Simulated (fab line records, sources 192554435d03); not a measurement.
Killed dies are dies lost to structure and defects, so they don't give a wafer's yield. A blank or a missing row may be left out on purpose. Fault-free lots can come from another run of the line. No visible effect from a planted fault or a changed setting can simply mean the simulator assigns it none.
Struck lot and sound lot, side by side | flow n5-finfet | 15 out of 1938 route steps
Sound: these wafers, L454.1, L454.5, L454.6. Struck: wafer L461.4 (left out: L461.2, L461.5 of the same lot, which were not struck); the cause appears at the end.
Each step with rows lists, per side, the tool, then ch with its chambers, then its first start. Under that, the readings that differ: sound wafers | struck wafers | difference of the means | sigmas: that difference in standard deviations of wafers without a fault.
alike: readings with means less than 2 such deviations apart, plus words and numbers identical on both sides. not compared: withheld readings, readings lacking a value on some wafer, bounds such as >300 that could conceal the same value, and numbers that have no deviation in the record and whose values overlap.
The two part at a step that has a row with sigmas, a row that says differs or no value, or rows on one side only. Non-overlapping numbers with no deviation appear without sigmas and do not part them. Lack of a reading on every wafer of one side parts them only where that side has two or more wafers.

first, 8 steps without rows for these wafers: N5_BEOL_M1_COAT_62 (time 60 s, resist thk 12 nm); N5_BEOL_M1_COAT_73 (time 60 s, resist thk 5 nm); N5_BEOL_M1_COAT_05 (resist thk 30 nm); N5_BEOL_M1_EBR_07; N5_BEOL_M1_SOFTBAKE_06 (time 60 s); N5_BEOL_M1_EXPOSE_08 (exposes mask M1); N5_BEOL_M1_PEB_09 (peb time 60 s); N5_BEOL_M1_DEVELOP_10 (develop time 30 s).
N5_BEOL_M1_CD_MEAS_11 targets a cd of 17.05 nm.
  sound on cd-sem-01 ch 0, day 8 16:23; struck on cd-sem-02 ch 0, day 10 03:21
  alike: cd-nm
N5_BEOL_M1_OVL_MEAS_12:
  sound on overlay-02 ch 0, day 8 16:25; struck on overlay-01 ch 0, day 10 03:23
  alike: M1_OVL
N5_BEOL_M1_INSPECT_13: inspects for defects (brightfield).
  sound: defect-inspect-02 at day 8 16:29; struck: defect-inspect-02 at day 10 03:26
  alike: raw-defect-count
N5_BEOL_M1_DESCUM_16: chemistry O2, time 7 s.
  sound on rie-diel-06 ch 0,1, day 8 16:31; struck on rie-diel-06 ch 3, day 10 03:28
  reading                         | sound             | struck | difference | sigmas
  rf-vpp-V (V)                    | 247.1 242.0 243.8 | 240.7  | -3.6       | -3
  showerhead-plenum-p-Torr (Torr) | 2.23 2.08 2.23    | 2.05   | -0.13      | -2
  alike: drypump-motor-current-A, oes-product-au, rf-fwd-power-W, throttle-valve-pct
  not compared: rf-hours-counter-h
N5_BEOL_M1_ETCH_74: etches underlayer in N2/H2, target depth 6.5 nm, time 5.2 s.
  sound on rie-diel-06 ch 0,1, day 8 16:32; struck on rie-diel-06 ch 3, day 10 03:30
  reading                         | sound             | struck | difference | sigmas
  bias-w (W)                      | 149.3 150.2 149.6 | 155.8  | +6.1       | +13
  etch-rf-on-time-s (s)           | 5.16 5.26 5.16    | 4.95   | -0.24      | -3
  rf-vpp-V (V)                    | 527.7 523.5 528.0 | 535.8  | +9.4       | +5
  showerhead-plenum-p-Torr (Torr) | 2.71 2.52 2.71    | 2.49   | -0.16      | -2
  alike: drypump-motor-current-A, oes-product-au, rf-fwd-power-W, throttle-valve-pct
  not compared: rf-hours-counter-h
N5_BEOL_M1_ETCH_63: etches SiARC in CF4, target depth 15.6 nm, time 26 s.
  sound on rie-diel-06 ch 0,1, day 8 16:34; struck on rie-diel-06 ch 3, day 10 03:31
  reading                         | sound              | struck | difference | sigmas
  etch-rf-on-time-s (s)           | 25.8 26.5 25.9     | 25.1   | -1.0       | -2
  mfc-ar-sccm (sccm)              | 100.07 99.90 99.72 | 100.44 | +0.54      | +2
  rf-vpp-V (V)                    | 183.5 183.9 185.2  | 181.2  | -3.0       | -3
  showerhead-plenum-p-Torr (Torr) | 2.28 2.12 2.28     | 2.10   | -0.13      | -2
  alike: bias-w, drypump-motor-current-A, oes-product-au, rf-fwd-power-W, throttle-valve-pct
  not compared: rf-hours-counter-h
-- a jump in the record: the struck wafers' starts before and after are 3 days apart (it breaks off in module BEOL_M1 and resumes in module BEOL_M4, where the first step shown is number 1111 of the route) --
N5_BEOL_M4_RC_MEAS_101:
  sound on prober-01 ch 0, day 11 04:55; struck on prober-02 ch 0, day 13 04:32
  reading   | sound          | struck | difference | sigmas
  VT_P (mV) | -243 -247 -247 | -256   | -10        | -3
  alike: DIBL_N, DIBL_P, IOFF_N, IOFF_P, ION_N, ION_P, SS_N, SS_P, VT_N

WHERE THEY PART
Last at N5_BEOL_M4_RC_MEAS_101 as far as this record goes, first at N5_BEOL_M1_DESCUM_16.

WHY: the cause the simulator had injected
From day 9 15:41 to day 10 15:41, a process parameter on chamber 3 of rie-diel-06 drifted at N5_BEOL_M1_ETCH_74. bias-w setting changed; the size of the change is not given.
